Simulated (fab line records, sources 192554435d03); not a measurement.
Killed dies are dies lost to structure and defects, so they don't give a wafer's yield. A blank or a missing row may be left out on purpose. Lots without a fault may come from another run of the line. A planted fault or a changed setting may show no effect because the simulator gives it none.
fab line records | flow n5_finfet
record lots=6 wafers=18 last_day=18
route steps=1938 shown BEOL_M2@846 BEOL_M4@1111
lots that met no fault: from a run of the same line without faults
start_h: hours from the record's first day to the start of the lot's first wafer shown | wait_h: hours since the lot's step before | " the same as in the row above | L1.1+2: a row that stands for several wafers | - no value, or no start given | * or withheld: withheld | < > ~ a bound
route shown NAME@n: a module of which the file shows steps, and the number in the route of the first | usual: mean/standard deviation of fault-free wafers | same: alike in all rows | chamber/n: place in a boat | sites: the reading at each site | _std_site: their standard deviation | _edge_site: outer sites' mean less inner sites' | radius_mm: how far each site lies from the wafer's centre | mask NAME#n: copy n | behind: the tool/chamber that last shaped the wafer | hold: why the lot was held/for how many hours/how that ended | device: the transistor (n, p or np) that didn't switch | end of line: the same wafers' tests at the end of the route | a step without rows: its recipe alone | killed: dies lost to structure and defects at the first sort, not the wafer's yield | map: a wafer's dies, x killed, . not, _ none there
set.NAME: the setting as run; set.NAME@STEP: as run at that earlier step | model.NAME: the simulator's own value behind a step, which no gauge read
lots at some steps of the route; a table a step, a row a wafer
services: from which hour (start_h, from the record's first day; less than 0 if before it) a tool's chamber was out of use, for how many hours, and why
## steps
# step N5_BEOL_M2_COAT_62
# recipe resist=SiARC temp_c=220 time_s=60 spin_rpm=1500 resist_thk_nm=12
# step N5_BEOL_M2_COAT_73
# recipe resist=underlayer temp_c=205 time_s=60 spin_rpm=1500 resist_thk_nm=5
# step N5_BEOL_M2_COAT_05
# recipe resist=CAR-EUV spin_rpm=1500 resist_thk_nm=30
# step N5_BEOL_M2_EBR_07
# recipe solvent=PGMEA ebr_width_mm=1.5
# step N5_BEOL_M2_SOFTBAKE_06
# recipe temp_c=110 time_s=60 resist=CAR-EUV
# step N5_BEOL_M2_EXPOSE_08
# recipe mask_id=M2 na=0.33 source_shape=dipole sigma_inner=0.369 sigma_outer=0.767 polarization=unpolarized dose_mj=41.25
# step N5_BEOL_M2_PEB_09
# recipe peb_temp_c=100 peb_time_s=60 resist=CAR-EUV
# step N5_BEOL_M2_DEVELOP_10
# recipe develop_time_s=30 developer=TMAH resist=CAR-EUV rinse_liquid=surfactant_rinse dry=air_spin dev_temp_c=23
# step N5_BEOL_M2_CD_MEAS_11
# recipe target_cd_nm=16.79 landing_energy_ev=500 detector=se_inlens polarity=opening
# usual cd_nm=16.80/0.23
# columns lot.wafer tool chamber start_h wait_h cd_nm
L789.1 cd_sem-02 0 135.69 - 16.66
L789.3 " 0 " " 17.24
L789.5 " 0 " " 16.65
L793.1 cd_sem-03 0 165.08 - 16.24
L793.2 " 0 " " 17.26
L793.5 " 0 " " 16.72
L796.1 cd_sem-01 0 188.53 - 16.43
L796.3 " 0 " " 16.41
L796.5 " 0 " " 16.92
L799.2 cd_sem-03 0 204.18 - 16.78
L799.4 " 0 " " 16.26
L799.6 " 0 " " 17.16
L805.1 cd_sem-03 0 240.05 - 17.17
L805.3 " 0 " " 16.69
L805.4 " 0 " " 16.83
L811.2 cd_sem-02 0 284.14 - 16.82
L811.4 " 0 " " 16.39
L811.6 " 0 " " 16.63
# step N5_BEOL_M2_OVL_MEAS_12
# recipe points_per_wafer=522
# usual M2_OVL=0.5/0.63
# columns lot.wafer tool chamber start_h wait_h M2_OVL[nm]
L789.1 overlay-01 0 135.72 0.0 1.2
L789.3 " 0 " " 0.5
L789.5 " 0 " " 0.5
L793.1 overlay-02 0 165.11 0.0 0.6
L793.2 " 0 " " -0.4
L793.5 " 0 " " 0.7
L796.1 overlay-02 0 188.56 0.0 0.3
L796.3 " 0 " " 0.2
L796.5 " 0 " " 0.4
L799.2 overlay-02 0 204.21 0.0 1.2
L799.4 " 0 " " 1.2
L799.6 " 0 " " 0.7
L805.1 overlay-02 0 240.08 0.0 1.0
L805.3 " 0 " " 1.9
L805.4 " 0 " " 1.1
L811.2 overlay-02 0 284.17 0.0 1.9
L811.4 " 0 " " 0.8
L811.6 " 0 " " 1.3
# step N5_BEOL_M2_INSPECT_13
# recipe mode=adi inspect_instrument=brightfield
# usual raw_defect_count=380/96
# columns lot.wafer tool chamber start_h wait_h raw_defect_count
L789.1 defect_inspect-02 - 135.78 0.1 473
L789.3 " - " " 400
L789.5 " - " " 345
L793.1 defect_inspect-02 - 165.16 0.1 306
L793.2 " - " " 324
L793.5 " - " " 251
L796.1 defect_inspect-01 - 188.61 0.1 290
L796.3 " - " " 310
L796.5 " - " " 275
L799.2 defect_inspect-01 - 204.27 0.0 309
L799.4 " - " " 417
L799.6 " - " " 524
L805.1 defect_inspect-02 - 240.14 0.1 336
L805.3 " - " " 441
L805.4 " - " " 379
L811.2 defect_inspect-02 - 284.23 0.0 360
L811.4 " - " " 436
L811.6 " - " " 545
# step N5_BEOL_M2_DESCUM_16
# recipe chemistry=O2 time_s=7 source_power_w=50 bias_power_w=20 pressure_mtorr=20 rf_frequency_hz=2.712e+07 temp_c=40 resist=CAR-EUV o2_flow_sccm=225
# usual drypump_motor_current_A=5.6/0.42 oes_product_au=0.79/0.082 rf_vpp_V=243.2/1.5 showerhead_plenum_p_Torr=2.09/0.075 throttle_valve_pct=20.45/0.25
# columns lot.wafer tool chamber start_h wait_h drypump_motor_current_A oes_product_au rf_hours_counter_h rf_vpp_V showerhead_plenum_p_Torr throttle_valve_pct
L789.1 rie_diel-01 2 135.81 0.0 5.3 0.79 101 242.0 2.03 20.29
L789.3 " 1 " " 5.6 0.70 211 242.3 2.07 20.53
L789.5 " 0 " " 6.2 0.70 - 242.3 2.07 20.78
L793.1 rie_diel-06 3 165.30 0.1 5.7 0.68 232 245.2 2.16 20.89
L793.2 " 0 " " 4.8 0.85 57 245.2 2.22 20.56
L793.5 " 1 " " 6.2 0.87 - 244.9 2.23 20.53
L796.1 rie_diel-01 0 188.65 0.0 6.2 0.69 229 242.5 2.07 20.81
L796.3 " 2 " " 5.3 0.76 120 242.6 2.02 20.30
L796.5 " 1 " " 5.6 0.69 - 244.2 2.07 20.57
L799.2 rie_diel-01 0 204.31 0.0 6.2 0.69 234 241.7 2.07 20.82
L799.4 " 3 " " 5.3 0.80 106 242.0 2.02 20.06
L799.6 " 1 " " 5.6 0.68 - 242.0 2.06 20.57
L805.1 rie_diel-05 1 240.17 0.0 6.1 0.86 39 243.5 2.13 20.16
L805.3 " 2 " " 5.6 0.82 90 243.0 2.01 20.58
L805.4 " 0 " " 5.5 0.83 59 242.4 2.03 20.17
L811.2 rie_diel-06 0 284.26 0.0 4.8 0.79 96 244.8 2.20 20.64
L811.4 " 3 " " 5.7 0.90 18 243.6 2.15 20.54
L811.6 " 2 " " 5.8 0.68 - 243.2 2.06 20.71
# step N5_BEOL_M2_ETCH_74
# recipe chemistry=N2/H2 target=underlayer target_depth_a=65 mask_material=CAR-EUV time_s=5.2 ion_energy_ev=200 pressure_mtorr=30 source_w=840 bias_w=150 n2_flow_sccm=200 h2_flow_sccm=200 ends=cleared
# usual drypump_motor_current_A=5.6/0.42 etch_rf_on_time_s=5.18/0.076 oes_product_au=0.68/0.071 rf_vpp_V=523.9/2.8 showerhead_plenum_p_Torr=2.54/0.09 throttle_valve_pct=17.87/0.23
# columns lot.wafer tool chamber start_h wait_h drypump_motor_current_A etch_rf_on_time_s oes_product_au rf_hours_counter_h rf_vpp_V showerhead_plenum_p_Torr throttle_valve_pct
L789.1 rie_diel-01 2 135.85 0.0 5.2 5.23 0.67 101 522.1 2.46 17.78
L789.3 " 1 " " 5.7 5.28 0.59 211 522.8 2.51 17.96
L789.5 " 0 " " 6.2 5.28 0.60 - 522.0 2.53 18.26
L793.1 rie_diel-06 3 165.33 0.0 5.7 5.13 0.59 232 525.2 2.61 18.23
L793.2 " 0 " " 4.8 5.03 0.73 57 527.4 2.68 17.87
L793.5 " 1 " " 6.2 5.11 0.75 - 527.7 2.70 17.93
L796.1 rie_diel-01 0 188.68 0.0 6.2 7.26 0.50 229 521.1 2.52 18.24
L796.3 " 2 " " 5.3 7.12 0.55 120 520.1 2.45 17.75
L796.5 " 1 " " 5.7 7.19 0.50 - 523.5 2.50 17.96
L799.2 rie_diel-01 0 204.35 0.0 6.2 7.22 0.51 234 523.6 2.52 18.28
L799.4 " 3 " " 5.4 7.17 0.58 106 521.4 2.46 17.56
L799.6 " 1 " " 5.6 7.21 0.49 - 522.3 2.50 17.98
L805.1 rie_diel-05 1 240.20 0.0 6.1 5.12 0.76 39 523.3 2.58 17.59
L805.3 " 2 " " 5.7 5.06 0.72 90 523.1 2.46 18.05
L805.4 " 0 " " 5.5 5.24 0.71 59 520.7 2.47 17.61
L811.2 rie_diel-06 0 284.29 0.0 4.8 5.22 0.69 96 526.3 2.67 17.91
L811.4 " 3 " " 5.7 5.22 0.77 18 526.7 2.60 17.84
L811.6 " 2 " " 5.8 5.22 0.59 - 522.0 2.50 18.07
# step N5_BEOL_M2_ETCH_63
# recipe chemistry=CF4 target=SiARC target_depth_a=156 mask_material=CAR-EUV time_s=26 ion_energy_ev=80 pressure_mtorr=40 source_w=545 bias_w=36 Ar_flow_sccm=100 cf4_flow_sccm=100 ends=cleared
# usual cf4_flow_sccm=100.02/0.27 drypump_motor_current_A=5.6/0.42 etch_rf_on_time_s=25.9/0.38 oes_product_au=0.68/0.071 rf_vpp_V=184.0/1.3 showerhead_plenum_p_Torr=2.14/0.071 throttle_valve_pct=15.63/0.27
# columns lot.wafer tool chamber start_h wait_h cf4_flow_sccm drypump_motor_current_A etch_rf_on_time_s oes_product_au rf_hours_counter_h rf_vpp_V showerhead_plenum_p_Torr throttle_valve_pct
L789.1 rie_diel-01 2 135.86 0.0 99.52 5.3 26.1 0.67 101 180.6 2.07 15.39
L789.3 " 1 " " 100.56 5.6 26.6 0.59 211 183.6 2.13 15.78
L789.5 " 0 " " 100.27 6.2 26.8 0.60 - 183.1 2.13 16.02
L793.1 rie_diel-06 3 165.35 0.0 100.21 5.6 26.3 0.58 232 185.7 2.20 16.07
L793.2 " 0 " " 99.64 4.8 25.7 0.74 57 186.5 2.26 15.68
L793.5 " 1 " " 100.09 6.2 26.3 0.74 - 185.5 2.27 15.61
L796.1 rie_diel-01 0 188.70 0.0 99.94 6.2 26.3 0.59 229 182.4 2.12 16.05
L796.3 " 2 " " 99.77 5.3 25.6 0.66 120 182.2 2.07 15.44
L796.5 " 1 " " 100.02 5.6 26.2 0.58 - 182.8 2.12 15.80
L799.2 rie_diel-01 0 204.36 0.0 99.66 6.2 26.2 0.59 235 183.6 2.12 16.06
L799.4 " 3 " " 100.51 5.4 26.2 0.68 106 181.4 2.07 15.23
L799.6 " 1 " " 100.20 5.6 26.0 0.59 - 182.9 2.12 15.83
L805.1 rie_diel-05 1 240.22 0.0 99.81 6.1 25.5 0.75 39 185.2 2.18 15.33
L805.3 " 2 " " 100.40 5.6 25.1 0.72 90 183.0 2.07 15.82
L805.4 " 0 " " 99.72 5.5 26.0 0.72 59 183.1 2.09 15.38
L811.2 rie_diel-06 0 284.31 0.0 100.10 4.8 25.8 0.70 96 184.0 2.24 15.76
L811.4 " 3 " " 100.25 5.7 26.1 0.77 18 184.7 2.19 15.63
L811.6 " 2 " " 100.03 5.8 26.5 0.59 - 183.0 2.11 15.95
# step N5_BEOL_M4_RC_MEAS_101
# usual DIBL_N=35.7/1.3 DIBL_P=35.4/1.8 IOFF_N=0.152/0.027 IOFF_P=0.20/0.034 ION_N=672/9.8 ION_P=461/7.5 SS_N=71.4/0.55 SS_P=73.1/0.61 VT_N=251/3.3 VT_P=-251/3.6
# columns lot.wafer tool chamber start_h wait_h DIBL_N[mV/V] DIBL_P[mV/V] IOFF_N[nA/um] IOFF_P[nA/um] ION_N[uA/um] ION_P[uA/um] SS_N[mV/dec] SS_P[mV/dec] VT_N[mV] VT_P[mV]
L789.1 prober-01 0 167.82 0.0 36.3 36.0 0.147 0.20 667 467 71.1 74.3 252 -249
L789.3 " 0 " " 36.4 34.7 0.148 0.19 672 462 71.3 73.3 250 -249
L789.5 " 0 " " 35.3 34.6 0.136 0.18 673 462 71.4 73.1 253 -251
L793.1 prober-02 0 194.14 0.0 36.9 37.4 0.191 0.26 683 474 71.7 73.5 246 -244
L793.2 " 0 " " 35.7 35.7 0.175 0.24 688 468 71.8 73.3 245 -246
L793.5 " 0 " " 35.2 35.9 0.163 0.23 683 473 71.4 73.9 249 -245
L796.1 prober-02 0 218.32 0.4 34.5 33.5 0.130 0.18 682 465 71.4 72.8 254 -254
L796.3 " 0 " " 35.4 34.2 0.139 0.19 668 459 71.7 73.3 254 -248
L796.5 " 0 " " 33.3 31.3 0.104 0.15 652 453 72.0 71.6 258 -254
L799.2 prober-02 0 237.08 0.2 37.4 34.8 0.190 0.21 674 461 71.8 72.5 244 -247
L799.4 " 0 " " 36.1 35.3 0.169 0.23 680 469 70.6 73.0 244 -246
L799.6 " 0 " " 38.1 37.5 0.214 0.26 677 469 72.4 73.6 244 -244
L805.1 prober-01 0 278.95 0.0 34.8 32.8 0.136 0.18 670 458 71.3 72.6 252 -252
L805.3 " 0 " " 34.5 33.8 0.143 0.19 681 463 71.1 73.5 252 -250
L805.4 " 0 " " 33.6 31.4 0.121 0.16 662 456 70.7 73.1 252 -250
L811.2 prober-02 0 318.63 0.2 33.7 33.3 0.112 0.18 669 470 70.2 72.8 255 -250
L811.4 " 0 " " 32.7 31.1 0.097 0.15 661 459 71.1 72.6 258 -252
L811.6 " 0 " " 32.1 30.5 0.093 0.16 651 457 70.2 72.6 257 -253
## services
# columns tool chamber start_h hours kind
rie_diel-06 0 149.96 9.6 repair
rie_diel-06 - 186.01 2.8 pm
rie_diel-06 2 193.07 5.0 repair
rie_diel-06 3 217.63 - clean
rie_diel-06 3 217.63 - consumable_replace:focus_ring
rie_diel-06 3 217.63 24.0 scheduled_down
rie_diel-06 3 217.63 24.0 vent_cycle
rie_diel-01 0 246.77 - clean
rie_diel-01 0 246.77 - consumable_replace:focus_ring
rie_diel-01 0 246.77 17.1 scheduled_down
rie_diel-01 0 246.77 17.1 vent_cycle
rie_diel-06 0 248.46 12.2 repair
rie_diel-06 2 253.30 11.7 repair
rie_diel-01 1 263.83 - clean
rie_diel-01 1 263.83 - consumable_replace:focus_ring
rie_diel-01 1 263.83 23.1 scheduled_down
rie_diel-01 1 263.83 23.1 vent_cycle
## key
first_sign step=N5_BEOL_M2_ETCH_74 reading=etch_rf_on_time_s direction=up sigmas=26 usual=* struck=*
effect step=N5_BEOL_M2_ETCH_74 reading=oes_product_au direction=down sigmas=2.2 usual=0.68 struck=0.52
met_at N5_BEOL_M2_ETCH_74
struck_wafers L796.1,L796.3,L796.5,L799.2,L799.4,L799.6
onset_between 135.85 188.68
fault kind=process_parameter_drift tool=rie_diel-01 chamber=- onset_h=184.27 steps=N5_BEOL_M2_ETCH_74 channel=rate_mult offset=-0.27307 shape=step end_h=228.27
